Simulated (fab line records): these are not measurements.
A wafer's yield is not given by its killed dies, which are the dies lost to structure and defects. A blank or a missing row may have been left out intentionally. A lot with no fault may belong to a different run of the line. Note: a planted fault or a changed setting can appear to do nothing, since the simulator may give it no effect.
The tool behind it: which one? ; flow nand-harc ; Sampling: 24 lots, 72 wafers, 2 of 1302 route steps

== WHAT THE GAUGES READ, wafer by wafer ==
NHARC_A_CHANNEL_HOLE_D2_CD_MEAS_10: the cd target is 100 nm.
lot;measured;on;cd-nm (nm)
L074;day 13 08:30;cd-sem-02;99.6 99.7 100.5
L075;day 13 08:39;cd-sem-03;100.5 101.1 100.1
L076;day 14 09:10;cd-sem-02;98.1 100.3 99.6
L078;day 14 19:08;cd-sem-01;100.7 98.6 101.2
L077;day 14 19:19;cd-sem-03;100.9 101.5 99.9
L079;day 15 13:39;cd-sem-03;101.8 100.0 101.1
L080;day 15 19:16;cd-sem-03;99.2 100.2 99.5
L081;day 16 02:08;cd-sem-02;99.2 101.1 100.2
L083;day 16 19:39;cd-sem-02;100.2 101.6 99.4
L082;day 16 19:49;cd-sem-03;101.0 100.3 100.3
L084;day 17 04:31;cd-sem-02;99.7 100.1 100.4
L085;day 17 23:43;cd-sem-02;100.5 100.7 99.6
L086;day 18 09:38;cd-sem-01;100.2 100.2 100.6
L087;day 18 09:53;cd-sem-03;98.9 99.8 99.7
L088;day 19 04:05;cd-sem-03;99.1 99.0 98.1
L089;day 19 06:06;cd-sem-03;99.8 99.4 100.7
L091;day 20 06:08;cd-sem-02;98.9 100.4 100.3
L090;day 20 06:18;cd-sem-01;99.4 100.5 100.5
L093;day 20 20:29;cd-sem-01;99.7 99.8 100.5
L092;day 20 21:17;cd-sem-01;100.6 100.5 100.8
L095;day 21 23:31;cd-sem-03;100.2 100.8 99.7
L094;day 22 04:19;cd-sem-01;99.7 100.2 98.5
L097;day 22 11:58;cd-sem-01;99.6 99.2 99.8
L096;day 22 12:25;cd-sem-01;100.3 99.3 100.6

NHARC_A_CHANNEL_HOLE_D2_CD_MEAS_31.
lot;measured;on;cd-nm (nm)
L074;day 13 15:29;cd-sem-02;89.4 90.8 89.2
L075;day 13 15:58;cd-sem-01;91.1 92.6 89.4
L076;day 14 16:03;cd-sem-03;89.6 91.3 88.0
L078;day 15 02:02;cd-sem-03;89.3 87.4 88.3
L077;day 15 04:41;cd-sem-01;88.3 90.6 90.4
L079;day 15 20:33;cd-sem-03;92.0 90.9 91.1
L080;day 16 02:42;cd-sem-01;88.6 90.1 91.5
L081;day 16 11:32;cd-sem-01;90.2 91.5 90.5
L083;day 17 02:32;cd-sem-03;86.8 90.1 88.8
L082;day 17 06:43;cd-sem-02;91.8 88.9 90.5
L084;day 17 21:55;cd-sem-01;90.3 88.0 89.7
L085;day 18 06:44;cd-sem-03;91.4 90.2 88.0
L086;day 18 17:11;cd-sem-03;92.8 91.1 94.3
L087;day 18 16:46;cd-sem-01;88.8 89.3 91.9
L088;day 19 10:58;cd-sem-01;90.9 89.1 88.2
L089;day 19 12:58;cd-sem-03;89.4 88.5 91.0
L091;day 20 13:40;cd-sem-03;90.8 91.4 92.9
L090;day 20 13:10;cd-sem-03;88.1 90.7 92.5
L093;day 21 03:23;cd-sem-01;88.7 87.6 88.4
L092;day 21 04:12;cd-sem-03;92.2 91.0 92.3
L095;day 22 06:58;cd-sem-01;88.5 91.7 91.1
L094;day 22 11:23;cd-sem-03;88.8 90.5 86.7
L097;day 22 19:02;cd-sem-02;88.8 88.8 89.1
L096;day 22 20:34;cd-sem-02;87.4 88.4 91.0

== WHAT TOOL EACH LOT RAN ON (gives the tool, then ch and the chambers of the sampled wafers, and finally the start) ==
The record holds no process step before these readings.

== WHAT THE TOOLS THEMSELVES READ (means of the sampled wafers that have a number; where no wafer has one, the mark that the record gives instead) ==
The record holds no such reading with a usual standard deviation.

== THE ANSWER, worked out from the rows above alone ==
Rule: usual is defined by the lots themselves. Put in order of their means at a reading, lots are off if they are a third of the lots or fewer, leave a main group of 4 or more, and stand apart from it by a gap of 3 or more times the standard deviation of the main group's means; of several such gaps the widest counts. Not used: any main group whose means are identical at the precision the tables above print for the reading. Also off: a lot with no number at a reading for which 4 or more lots have one. Any other lot the step has rows for is counted as sound. The gauges are gone through in route order, then the tools' own readings, and for those a lot's mean is taken as printed above. The first step at which some lot is off is used, and at that step the reading that is off furthest; a lot without a number counts as furthest.
No lot is off on any of the readings shown, so nothing can be concluded from this.

== WHAT WAS PUT IN BY THE SIMULATOR ==
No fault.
